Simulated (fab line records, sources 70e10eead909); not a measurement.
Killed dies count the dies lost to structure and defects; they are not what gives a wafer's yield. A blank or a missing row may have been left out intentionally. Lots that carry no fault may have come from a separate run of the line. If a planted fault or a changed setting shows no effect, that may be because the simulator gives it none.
Matching of chambers || flow nand_harc || NHARC_P_CONTACT_DEP_30 on pecvd-02 has 3 sister chambers
The step deposits SiNx, target thk 30 nm. 6 wafers are shown with their chamber, then 10 later ones without.

== WAFERS WITH THEIR CHAMBER ==
{"wafer": "L078.6", "chamber": 2, "heater_power_w (W)": 710}
{"wafer": "L082.4", "chamber": 2, "heater_power_w (W)": 582}
{"wafer": "L082.5", "chamber": 0, "heater_power_w (W)": 857}
{"wafer": "L082.6", "chamber": 1, "heater_power_w (W)": 716}
{"wafer": "L087.2", "chamber": 1, "heater_power_w (W)": 700}
{"wafer": "L087.3", "chamber": 0, "heater_power_w (W)": 790}

== WAFERS WHOSE CHAMBER IS MISSING ==
{"wafer": "L087.5", "heater_power_w (W)": 624}
{"wafer": "L091.1", "heater_power_w (W)": 696}
{"wafer": "L091.3", "heater_power_w (W)": 704}
{"wafer": "L091.4", "heater_power_w (W)": 689}
{"wafer": "L092.1", "heater_power_w (W)": 777}
{"wafer": "L092.4", "heater_power_w (W)": 799}
{"wafer": "L092.6", "heater_power_w (W)": 621}
{"wafer": "L095.2", "heater_power_w (W)": 731}
{"wafer": "L095.4", "heater_power_w (W)": 725}
{"wafer": "L095.6", "heater_power_w (W)": 744}

== CHAMBER TAKEN BY EACH ==
{"wafer": "L087.5", "from the rows above": "can't be placed: 2 or 1", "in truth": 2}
{"wafer": "L091.1", "from the rows above": "can't be placed: 1 or 2 or 0", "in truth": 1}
{"wafer": "L091.3", "from the rows above": "can't be placed: 1 or 2 or 0", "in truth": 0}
{"wafer": "L091.4", "from the rows above": "can't be placed: 1 or 2 or 0", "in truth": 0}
{"wafer": "L092.1", "from the rows above": "can't be placed: 0 or 1 or 2", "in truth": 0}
{"wafer": "L092.4", "from the rows above": "can't be placed: 0 or 1", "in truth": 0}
{"wafer": "L092.6", "from the rows above": "can't be placed: 2 or 1", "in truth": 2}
{"wafer": "L095.2", "from the rows above": "can't be placed: 1 or 2 or 0", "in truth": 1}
{"wafer": "L095.4", "from the rows above": "can't be placed: 1 or 2 or 0", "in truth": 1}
{"wafer": "L095.6", "from the rows above": "can't be placed: 1 or 0 or 2", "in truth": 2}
0 of 10 placed correctly. Not placeable from these rows: 10 (in 10, the candidates include the true chamber). 0 placed wrongly.
How it was worked out, from the rows above alone: a wafer's distance from a chamber is the root of the sum, over the readings, of the square of ((its reading less the chamber's mean) divided by the reading's scatter). If the next closest chamber is less than 2 further off than the closest, the wafer can't be placed; otherwise it belongs to the closest. Each chamber's mean is taken over the wafers shown for it. How the scatter is found: for the shown wafers, subtract from each reading the mean of its chamber, square and add these, divide the total by (wafers less chambers), then take the root.
